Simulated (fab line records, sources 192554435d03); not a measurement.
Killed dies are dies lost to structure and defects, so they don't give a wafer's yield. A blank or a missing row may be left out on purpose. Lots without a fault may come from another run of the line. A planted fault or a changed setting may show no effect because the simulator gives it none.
Split-lot experiment | flow n5_finfet | 7 lots, 21 wafers read, on a route of 1938 steps

THE SPLIT
At N5_BEOL_M15_PEB_26 (peb time 90 s), the setting peb_temp_c was moved away from the recipe's 130 C on 4 of the 21 wafers read, by -2.8% to +0.8%. The other wafers ran this setting at the recipe's value.

FROM THE SPLIT TO THE READING: what the file shows between them, 2 steps
- N5_BEOL_M15_DEVELOP_27: develop time 45 s
- N5_BEOL_M15_HARDBAKE_32: time 120 s

THE READING
cd_nm, in nm, at N5_BEOL_M15_CD_MEAS_28 (target cd 407.6 nm). Fault-free wafers of this fab line usually give 407.6 nm, standard deviation 2.1 nm.

wafer  | tool, chamber at the split | peb_temp_c as run, C | against the recipe | cd_nm, nm | against lot-mates on the recipe
L074.2 | litho_track-01, 0          | 126.3                | -2.8%              | 387.3     | -18.8
L074.5 | litho_track-01, 0          | 130                  | recipe             | 404.6     | -
L074.6 | litho_track-01, 0          | 130                  | recipe             | 407.5     | -
L079.1 | litho_track-01, 0          | 130                  | recipe             | 411.2     | -
L079.2 | litho_track-01, 0          | 128.6                | -1.1%              | 399.2     | -10.2
L079.6 | litho_track-01, 0          | 130                  | recipe             | 407.5     | -
L080.1 | litho_track-05, 0          | 130                  | recipe             | 408.5     | -
L080.4 | litho_track-05, 0          | 130                  | recipe             | 408.4     | -
L080.5 | litho_track-05, 0          | 131.1                | +0.8%              | 410.3     | +1.9
L084.1 | litho_track-02, 0          | 130                  | recipe             | 410.7     | -
L084.3 | litho_track-02, 0          | 130                  | recipe             | 409.8     | -
L084.6 | litho_track-02, 0          | 130                  | recipe             | 411.7     | -
L087.4 | litho_track-05, 0          | 130                  | recipe             | 406.8     | -
L087.5 | litho_track-05, 0          | 128.2                | -1.4%              | 397.0     | -9.1
L087.6 | litho_track-05, 0          | 130                  | recipe             | 405.3     | -
L088.2 | litho_track-01, 0          | 130                  | recipe             | 405.8     | -
L088.4 | litho_track-01, 0          | 130                  | recipe             | 407.1     | -
L088.5 | litho_track-01, 0          | 130                  | recipe             | 407.4     | -
L091.1 | litho_track-01, 0          | 130                  | recipe             | 408.2     | -
L091.2 | litho_track-01, 0          | 130                  | recipe             | 407.4     | -
L091.4 | litho_track-01, 0          | 130                  | recipe             | 405.9     | -

THE FIT
A straight line over all 21 wafers: cd_nm changes by +7.03 nm for each +1% of peb_temp_c; r = +0.93; the points scatter about the line by 2 nm.
The same after taking each lot's own level away (the mean of its wafers on the recipe; 21 wafers): +6.46 nm for each +1%; r = +0.96; scatter 1.4 nm.
On that fit, the largest move of peb_temp_c shifts the reading by 18 nm.
The lots' own levels span 406.05 to 410.73 nm, that is 2.2 times the standard deviation above.
So the lot-to-lot level changes the slope little: the two slopes agree.
Check: with one of the wafers moved furthest among these (-2.8%) left out of the fit, the line predicts -18.7 nm for it against its lot-mates. It came out at -18.8 nm against them.

THE WHOLE CHAIN: every reading that the file lists as answering this split, in the file's order
step                   | what it does                                                            | reading                                                         | change (the file's fit)              | r (the file's)
N5_BEOL_M15_CD_MEAS_28 | target cd 407.6 nm                                                      | cd_nm                                                           | +6.6 nm for each +1% of the setting  | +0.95
N5_BEOL_M15_DESCUM_33  | chemistry O2, time 7.9 s                                                | BEOL_M15.cd_nm (the simulator's own value, which no gauge read) | +6.62 nm for each +1% of the setting | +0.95
N5_BEOL_M15_ETCH_61    | etches BARC in N2/H2, target depth 89 nm, overetch 26.7 nm, time 67.9 s | BEOL_M15.cd_nm (the simulator's own value, which no gauge read) | +6.84 nm for each +1% of the setting | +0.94

THE FILE'S OWN FIT
cd_nm changes by +6.6 nm for each +1% of peb_temp_c, r = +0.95.
